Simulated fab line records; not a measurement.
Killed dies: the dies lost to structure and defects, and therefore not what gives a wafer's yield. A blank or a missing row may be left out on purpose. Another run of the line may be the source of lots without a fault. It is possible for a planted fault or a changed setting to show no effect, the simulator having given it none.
fab line records	flow n5_finfet	part 2 of 2: steps 5 to 6 of 6
[record] lots = 21	wafers = 63	last_day = 17
route steps=1938 shown SD_EPI_N@279 SD_EPI_P@310 SDB@358
lots with no fault: from the same line, run without faults
start_h: the number of hours between the record's first day and the start of the first shown wafer of the lot	wait_h: how many hours have passed since the lot's step before this one	" same as the row above	L1.1+2: a row that stands for several wafers	- no value present, or no start provided	* or withheld: withheld	< > ~ a bound
route shown NAME@n: names a module that has steps shown in the file, with the first one's number in the route	usual: the fault-free wafers' mean and standard deviation	same: alike in all rows	chamber/n: place in a boat	sites: per-site readings	_std_site: standard deviation of those values	_edge_site: mean of outer sites minus mean of inner sites	radius_mm: how far each site lies from the wafer's centre	mask NAME#n: copy n	behind: the most recent tool/chamber to have shaped the wafer	hold: what put the lot on hold/how long, in hours/how the hold closed	device: the transistor (n, p or np) that didn't switch	end of line: tests of these same wafers at the route's end	a step given without rows: its recipe and nothing more	killed: dies that structure and defects cost at the first sort, which is not the same as the wafer's yield	map: a wafer's dies, x killed, . not, _ none there
set.NAME: the setting that was run; set.NAME@STEP: the one run at that earlier step	model.NAME: the simulator's own value behind a step, which no gauge read
route steps across a sampled set of lots; one table per step, one row per wafer
services: from which hour (start_h, from the record's first day; less than 0 if before it) a tool's chamber was out of use, for how many hours, and why
[[steps]]
[step N5_SDB_INSPECT_13]
[recipe] mode = adi	inspect_instrument = brightfield
[usual] raw_defect_count = 74/33
lot.wafer	tool	chamber	start_h	wait_h	raw_defect_count
L074.1	defect_inspect-02	-	64.03	0.0	57
L074.3	"	-	"	"	30
L074.5	"	-	"	"	58
L075.2	defect_inspect-01	-	74.36	0.0	41
L075.4	"	-	"	"	75
L075.6	"	-	"	"	42
L076.2	defect_inspect-01	-	80.68	0.0	46
L076.4	"	-	"	"	39
L076.6	"	-	"	"	58
L077.1	defect_inspect-01	-	85.58	0.0	55
L077.2	"	-	"	"	55
L077.6	"	-	"	"	128
L078.1	defect_inspect-01	-	93.10	0.0	84
L078.4	"	-	"	"	52
L078.6	"	-	"	"	74
L079.1	defect_inspect-01	-	95.28	0.0	78
L079.2	"	-	"	"	81
L079.3	"	-	"	"	84
L080.1	defect_inspect-01	-	101.43	0.0	45
L080.5	"	-	"	"	28
L080.6	"	-	"	"	55
L081.1	defect_inspect-02	-	110.09	0.0	38
L081.5	"	-	"	"	63
L081.6	"	-	"	"	38
L083.1	defect_inspect-01	-	121.29	0.0	105
L083.2	"	-	"	"	63
L083.5	"	-	"	"	83
L084.1	defect_inspect-01	-	126.27	0.0	115
L084.3	"	-	"	"	72
L084.4	"	-	"	"	94
L085.1	defect_inspect-01	-	134.39	0.0	46
L085.2	"	-	"	"	46
L085.6	"	-	"	"	38
L086.1	defect_inspect-01	-	141.81	0.0	48
L086.3	"	-	"	"	66
L086.5	"	-	"	"	54
L087.1	defect_inspect-01	-	144.08	0.0	90
L087.2	"	-	"	"	73
L087.3	"	-	"	"	93
L089.1	defect_inspect-02	-	155.96	0.0	116
L089.2	"	-	"	"	131
L089.5	"	-	"	"	84
L090.2	defect_inspect-02	-	161.28	0.0	56
L090.4	"	-	"	"	60
L090.6	"	-	"	"	52
L091.1	defect_inspect-02	-	167.55	0.0	66
L091.2	"	-	"	"	76
L091.6	"	-	"	"	80
L092.1	defect_inspect-02	-	172.70	0.0	126
L092.2	"	-	"	"	105
L092.3	"	-	"	"	141
L093.1	defect_inspect-01	-	183.04	0.0	52
L093.2	"	-	"	"	63
L093.3	"	-	"	"	86
L095.1	defect_inspect-02	-	192.63	0.0	72
L095.3	"	-	"	"	35
L095.6	"	-	"	"	43
L096.2	defect_inspect-02	-	199.63	0.0	47
L096.3	"	-	"	"	85
L096.6	"	-	"	"	45
L097.1	defect_inspect-02	-	201.53	0.0	40
L097.3	"	-	"	"	68
L097.6	"	-	"	"	40
[step N5_SDB_HM_OPEN_20]
[recipe] chemistry = CH3F/O2	target = SiNx	mask_material = SOC	target_depth_a = 240	stop_on = poly-Si	over_etch_frac = 0.4	ion_energy_ev = 120	pressure_mtorr = 30	source_w = 395	bias_w = 73	Ar_flow_sccm = 150	CH3F_flow_sccm = 30	O2_flow_sccm = 20
[usual] chamber_pressure_mTorr = 30.002/0.026	drypump_motor_current_A = 5.7/0.47	oes_product_au = 0.62/0.056	rf_vpp_V = 301/12	showerhead_plenum_p_Torr = 2.04/0.043	throttle_valve_pct = 16.38/0.27
[same] over_etch_frac = 0.4
lot.wafer	tool	chamber	start_h	wait_h	chamber_pressure_mTorr	drypump_motor_current_A	oes_product_au	rf_hours_counter_h	rf_vpp_V	showerhead_plenum_p_Torr	throttle_valve_pct
L074.1	rie_diel-06	0	64.33	0.0	29.937	5.7	0.64	88	319	2.03	16.10
L074.3	"	3	"	"	29.975	5.8	0.62	147	313	2.01	16.50
L074.5	"	2	"	"	30.004	6.1	0.63	-	297	2.09	15.89
L075.2	rie_diel-04	2	74.78	0.0	30.004	4.8	0.59	199	306	2.06	16.63
L075.4	"	1	"	"	30.003	5.1	0.60	-	290	2.07	16.67
L075.6	"	3	"	"	29.994	5.4	0.60	-	296	1.99	16.56
L076.2	rie_diel-04	2	80.94	0.0	29.994	4.8	0.58	201	306	2.06	16.62
L076.4	"	1	"	"	29.975	5.1	0.61	192	289	2.07	16.68
L076.6	"	0	"	"	30.009	5.9	0.58	-	288	1.97	16.44
L077.1	rie_diel-06	2	85.95	0.0	29.977	6.0	0.62	144	298	2.09	15.92
L077.2	"	3	"	"	30.012	5.8	0.61	154	311	2.01	16.51
L077.6	"	2	"	"	29.986	6.1	0.63	-	297	2.09	15.93
L078.1	rie_diel-06	1	93.37	0.0	30.020	6.1	0.59	193	310	2.00	16.37
L078.4	"	1	"	"	29.990	6.2	0.61	-	309	2.00	16.38
L078.6	"	3	"	"	29.935	5.8	0.64	-	311	2.01	16.54
L079.1	rie_diel-04	3	95.56	0.0	30.012	5.4	0.57	235	294	1.99	16.58
L079.2	"	1	"	"	30.042	5.1	0.60	197	290	2.07	16.68
L079.3	"	2	"	"	29.995	4.9	0.58	206	304	2.06	16.65
L080.1	rie_diel-04	1	101.90	0.0	29.973	5.1	0.59	199	289	2.07	16.68
L080.5	"	1	"	"	30.026	5.1	0.59	-	290	2.07	16.70
L080.6	"	2	"	"	30.017	4.8	0.59	-	305	2.06	16.66
L081.1	rie_diel-06	3	110.36	0.0	29.986	5.8	0.61	165	312	2.01	16.54
L081.5	"	3	"	"	30.044	5.8	0.62	-	312	2.01	16.54
L081.6	"	1	"	"	30.012	6.2	0.59	-	309	2.00	16.39
L083.1	rie_diel-04	3	121.55	0.0	29.995	5.4	0.57	244	296	1.99	16.60
L083.2	"	2	"	"	30.017	4.9	0.58	215	305	2.06	16.67
L083.5	"	1	"	"	29.985	5.1	0.59	-	290	2.07	16.71
L084.1	rie_diel-06	1	126.54	0.0	29.963	6.1	0.59	208	307	1.99	16.42
L084.3	"	0	"	"	29.999	5.7	0.62	112	321	2.02	16.13
L084.4	"	3	"	"	30.011	5.8	0.62	172	311	2.00	16.56
L085.1	rie_diel-06	1	134.69	0.0	30.031	6.1	0.58	210	307	1.99	16.40
L085.2	"	0	"	"	30.021	5.7	0.63	115	319	2.02	16.14
L085.6	"	2	"	"	29.959	6.1	0.64	-	298	2.08	15.94
L086.1	rie_diel-05	1	142.07	0.0	30.010	5.2	0.58	238	305	2.06	16.63
L086.3	"	2	"	"	29.990	6.3	0.68	86	276	2.12	16.31
L086.5	"	1	"	"	29.936	5.2	0.59	-	306	2.06	16.62
L087.1	rie_diel-04	2	144.34	0.0	30.029	4.8	0.57	226	307	2.05	16.67
L087.2	"	1	"	"	29.979	5.1	0.58	217	289	2.06	16.71
L087.3	"	3	"	"	30.003	5.4	0.57	255	296	1.99	16.62
L089.1	rie_diel-04	2	156.33	0.0	29.990	4.8	0.57	231	304	2.05	16.69
L089.2	"	1	"	"	30.006	5.1	0.57	222	289	2.06	16.73
L089.5	"	2	"	"	29.988	4.8	0.58	-	305	2.05	16.69
L090.2	rie_diel-04	2	161.54	0.0	29.982	4.8	0.56	234	306	2.05	16.70
L090.4	"	2	"	"	30.041	4.8	0.56	-	305	2.05	16.70
L090.6	"	0	"	"	30.003	5.9	0.78	-	289	1.97	16.01
L091.1	rie_diel-04	2	167.82	0.0	30.047	4.8	0.56	236	305	2.05	16.69
L091.2	"	1	"	"	29.961	5.1	0.58	227	290	2.06	16.75
L091.6	"	2	"	"	29.974	4.8	0.58	-	306	2.05	16.68
L092.1	rie_diel-06	0	172.97	0.0	30.036	5.7	0.65	129	319	2.01	16.17
L092.2	"	2	"	"	30.002	6.1	0.61	166	298	2.08	15.95
L092.3	"	1	"	"	29.957	6.1	0.57	224	307	1.99	16.45
L093.1	rie_diel-05	2	183.67	0.0	30.021	6.3	0.67	100	276	2.12	16.35
L093.2	"	0	"	"	30.002	6.1	0.61	195	306	2.06	16.19
L093.3	"	3	"	"	29.996	5.6	0.75	12	278	2.11	15.98
L095.1	rie_diel-05	0	192.89	0.0	29.989	6.1	0.60	198	303	2.06	16.20
L095.3	"	2	"	"	30.014	6.3	0.67	103	275	2.12	16.33
L095.6	"	2	"	"	29.987	6.3	0.68	-	277	2.12	16.34
L096.2	rie_diel-05	2	199.95	0.0	29.992	6.3	0.66	106	274	2.12	16.36
L096.3	"	0	"	"	30.012	6.1	0.61	201	306	2.06	16.21
L096.6	"	3	"	"	29.992	5.6	0.75	-	278	2.11	15.98
L097.1	rie_diel-06	2	201.80	0.0	29.976	6.1	0.61	175	296	2.08	15.97
L097.3	"	0	"	"	29.976	5.7	0.63	140	318	2.01	16.19
L097.6	"	3	"	"	30.053	5.8	0.61	-	311	2.00	16.60
[[services]]
tool	chamber	start_h	hours	kind
rie_diel-05	-	32.25	0.4	repair
rie_diel-01	0	35.44	40.3	repair
rie_diel-01	3	44.23	9.5	repair
rie_diel-01	2	53.35	6.5	repair
rie_diel-04	0	55.45	12.6	repair
rie_si-05	3	73.03	3.9	repair
rie_diel-06	1	80.31	8.1	repair
rie_si-05	1	80.74	5.6	repair
rie_diel-06	0	81.71	7.0	repair
rie_diel-06	3	86.99	2.4	repair
rie_diel-06	2	88.53	27.7	repair
rie_diel-01	2	96.68	7.6	repair
rie_si-03	3	109.99	30.1	repair
plasma_asher-01	-	109.99	14.6	pm
rie_si-05	2	112.34	13.8	repair
rie_si-04	2	124.03	6.9	repair
rie_si-05	2	128.32	15.2	repair
rie_diel-01	0	137.19	2.4	repair
rie_si-04	1	155.04	2.6	repair
rie_diel-01	3	176.74	8.3	repair
rie_si-03	-	189.21	0.6	repair
rie_si-05	3	189.92	7.6	repair
plasma_asher-02	-	197.62	14.6	pm
rie_si-03	-	198.95	0.2	repair
